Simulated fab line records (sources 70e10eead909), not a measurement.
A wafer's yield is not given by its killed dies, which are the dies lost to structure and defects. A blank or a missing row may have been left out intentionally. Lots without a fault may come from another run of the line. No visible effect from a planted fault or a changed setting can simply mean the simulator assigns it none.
Which tool did it?	flow nand-harc	11 lots with 33 wafers sampled at 5 steps, on a route of 1302 steps

WHAT THE GAUGES SHOWED, per wafer
NHARC_END_SORT_01.
lot	measured	on	sort_bin_2_pct (%)
L995	day 24 12:54	prober-01	1.8 0.7 1.0
L996	day 24 12:56	prober-02	2.7 4.9 3.5
L100	day 26 02:25	prober-02	3.0 3.1 3.4
L101	day 27 00:16	prober-02	2.1 3.1 3.2
L105	day 29 11:52	prober-01	1.9 1.5 1.8
L106	day 29 04:07	prober-02	94.8 94.5 94.1
L107	day 29 03:16	prober-01	96.6 95.1 95.9
L114	day 33 01:45	prober-01	3.2 3.8 3.1
L115	day 33 04:43	prober-02	2.8 2.4 3.8
L117	day 33 09:38	prober-01	2.8 3.2 2.1
L118	day 34 00:09	prober-01	1.6 1.5 1.2

WHAT TOOL EACH LOT RAN ON (gives the tool, then ch and the chambers of the sampled wafers, and finally the start)
lot	NHARC_A_M0_PRE_CLEAN_31	NHARC_A_M1_DESCUM_14	NHARC_A_M1_ETCH_28	NHARC_A_M1_PVD_21
L995	pecvd-02 ch 0,1, day 23 01:08	rie-diel-11 ch 0,2,3, day 23 02:31	rie-diel-08 ch 0,1,2, day 23 03:46 or earlier	pvd-sputter-01, day 23 03:46
L996	pecvd-02 ch 0,1,2, day 23 02:09	rie-diel-04 ch 1,2,3, day 23 03:31	rie-diel-11 ch 0,2, day 23 04:50 or earlier	pvd-sputter-01, day 23 04:50
L100	pecvd-04 ch 0,2, day 24 13:31	rie-diel-11 ch 2,3, day 24 15:01	rie-diel-08 ch 0,2,3, day 24 16:16 or earlier	pvd-sputter-01, day 24 16:16
L101	pecvd-02 ch 0,1, day 25 08:38	rie-diel-08 ch 0,1,3, day 25 10:02	rie-diel-11 ch 1,2, day 25 11:16 or earlier	pvd-sputter-02, day 25 11:16
L105	pecvd-01 ch 0,1, day 27 11:08	rie-diel-11 ch 0,1, day 27 12:40	rie-diel-08 ch 2,3, day 27 13:56 or earlier	pvd-sputter-02, day 27 13:56
L106	pecvd-01 ch 0,1,2, day 27 12:47	rie-diel-11 ch 0,2, day 27 14:17	rie-diel-08 ch 1,2, day 27 15:33 or earlier	pvd-sputter-01, day 27 15:33
L107	pecvd-02 ch 0,1,2, day 27 14:29	rie-diel-08 ch 0,1,2, day 27 16:27	rie-diel-11 ch 0,1,2, day 27 17:42 or earlier	pvd-sputter-01, day 27 17:42
L114	pecvd-04 ch 0,2, day 31 05:20	rie-diel-11 ch 1,2,3, day 31 06:45	rie-diel-11 ch 0,2,3, day 31 08:00 or earlier	pvd-sputter-02, day 31 08:00
L115	pecvd-02 ch 0,2, day 31 05:49	rie-diel-04 ch 1,3, day 31 07:11	rie-diel-11 ch 0,3, day 31 08:28 or earlier	pvd-sputter-03, day 31 08:28
L117	pecvd-02 ch 0,1, day 31 14:11	rie-diel-08 ch 0,1, day 31 15:42	rie-diel-04 ch 0,2,3, day 31 17:00 or earlier	pvd-sputter-02, day 31 17:00
L118	pecvd-04 ch 0,1,2, day 32 11:29	rie-diel-04 ch 2,3, day 32 12:58	rie-diel-04 ch 0,2, day 32 14:19 or earlier	pvd-sputter-02, day 32 14:19
- NHARC_A_M0_PRE_CLEAN_31: time 12 s.
- NHARC_A_M1_DESCUM_14: chemistry O2, time 3 s.
- NHARC_A_M1_ETCH_28: etches the open film in CF4/N2, target depth 30 nm, time 72.99 s.
- NHARC_A_M1_PVD_21: deposits Cu, target thk 30 nm, time 20.49 s.

THE ANSWER, worked out from the rows above alone
Rule: the lots themselves supply what counts as usual. Put in order of their means at a reading, lots are off if they are a third of the lots or fewer, leave a main group of 4 or more, and stand apart from it by a gap of 3 or more times the standard deviation of the main group's means; of several such gaps the widest counts. Not used: any main group whose means are identical at the precision the tables above print for the reading. A lot without any number at a reading at which 4 lots or more have one is off too. Any other lot the step has rows for is counted as sound.
Off, at NHARC_END_SORT_01 on sort_bin_2_pct: L106, L107. Main group: mean 2.6 %, sd 0.85.
A tool fits if, at a process step before that reading, it ran every lot that is off, and no sound lot after the first of them. Gauges at NHARC_END_SORT_01: tried the same way as those tools. NHARC_A_M1_ETCH_28 gives no start for some lots, so the hours and the order of its lots are those of NHARC_A_M1_PVD_21. One candidate fits, namely pvd-sputter-01 at NHARC_A_M1_PVD_21. A fault onset in the window from L100 (day 24 16:16, its last sound lot) to L106 (day 27 15:33, its first lot off) fits.

WHAT WAS PUT IN BY THE SIMULATOR
Beginning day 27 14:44, the whole step at NHARC_A_M1_PVD_21 was skipped on pvd-sputter-01. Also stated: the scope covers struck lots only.
Lots struck among those shown: L107, L106. Same finding as the rule above.
